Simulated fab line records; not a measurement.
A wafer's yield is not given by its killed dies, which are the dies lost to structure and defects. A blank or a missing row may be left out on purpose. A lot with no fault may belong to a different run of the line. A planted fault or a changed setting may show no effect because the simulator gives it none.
Code-filled problem report in 8D (eight disciplines) form ; flow nand-harc ; the parts of the form that need people (team, actions taken, sign-off) are left out

1. THE PROBLEM
heater-power-total-W at NHARC_P_GATE_SOFTBAKE_21 reads a mean of 196.42 W on 6 wafers of 2 lots; wafers without a fault read 188.45 W with a standard deviation of 0.12. Measured from the usual mean, that is +66 standard deviations.
The step: time 55 s.
First seen on wafer L834.1, day 7 06:00, on litho-track-04. Wafers with a number at this step in the record: 39, from 13 lots. Rule for "out" (also "out of limits"): further than 4 standard deviations from the usual mean. Any other wafer with a number is counted as sound.

2. WHAT IT IS AND WHAT IT IS NOT
question;is;is not
which readings at this step;heater-power-total-W;plate-temp-C, resist-line-temp-C
which lots;L834, L836;L824, L826, L827, L830, L835, L837, L838, L843, L844, L846, L847
which wafers of those lots;all that have a number;-
read on which tools;litho-track-04;litho-track-01, litho-track-06
when;from day 7 06:00;"up to then (12 sound wafers); but 21 sound wafers of L835, L837, L838, L843, L844, L846, L847 came after"

3. THE SUSPECTS, EACH WITH WHAT RULES IT OUT
Counting: any tool at a process step up to the reading is kept as a suspect provided that every lot that is out went through it and no sound lot did after the first of them.
- rie-diel-09 at NHARC_P_STI_ETCH_42 (etches the open film in N2/H2, target depth 80 nm, overetch 24 nm, time 61 s): ruled out as a lasting fault. Sound lots L846 ran on it after its first lot that is out, L834 (day 4 23:07).
- litho-track-04 at NHARC_P_GATE_SOFTBAKE_21 (time 55 s): kept. Every lot that is out went through it, starting with L834 (day 7 06:00), and after that it ran no sound lot; the last sound lot it ran before then is L830 (day 6 06:00). Out on those wafers are its own readings of heater-power-total-W.
The count leaves litho-track-04 at NHARC_P_GATE_SOFTBAKE_21.

4. THE CAUSE (what the simulator had put in)
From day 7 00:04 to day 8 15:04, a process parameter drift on litho-track-04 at NHARC_P_GATE_SOFTBAKE_21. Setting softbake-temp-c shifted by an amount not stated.
This tool alone remained once counting was done.

5. SEQUENCE OF EFFECTS, ordered by route
Each row: a reading where the mean over the struck wafers with a number is more than 3 standard deviations away from the usual. Only readings for which the record gives a usual standard deviation are gone through. hours: the time from each lot's start at the first step in this table that gives one to its start at this step, as a median over the lots. sigmas: the change in usual standard deviations.
hours;step;reading;usual;on struck wafers;change;sigmas
0;NHARC_P_GATE_SOFTBAKE_21;heater-power-total-W;188.45 W;196.42;+7.97;+66
Its process steps:
- NHARC_P_GATE_SOFTBAKE_21: time 55 s.
Later measuring or inspecting steps at which every struck wafer that the step has a row for has a number for every such reading, and none has moved that far: NHARC_P_GATE_CD_MEAS_33.

6. WHAT WOULD HAVE CAUGHT IT SOONER
In this record the first reading out of limits was taken at day 7 06:00, 6 hours after the fault began at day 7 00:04.
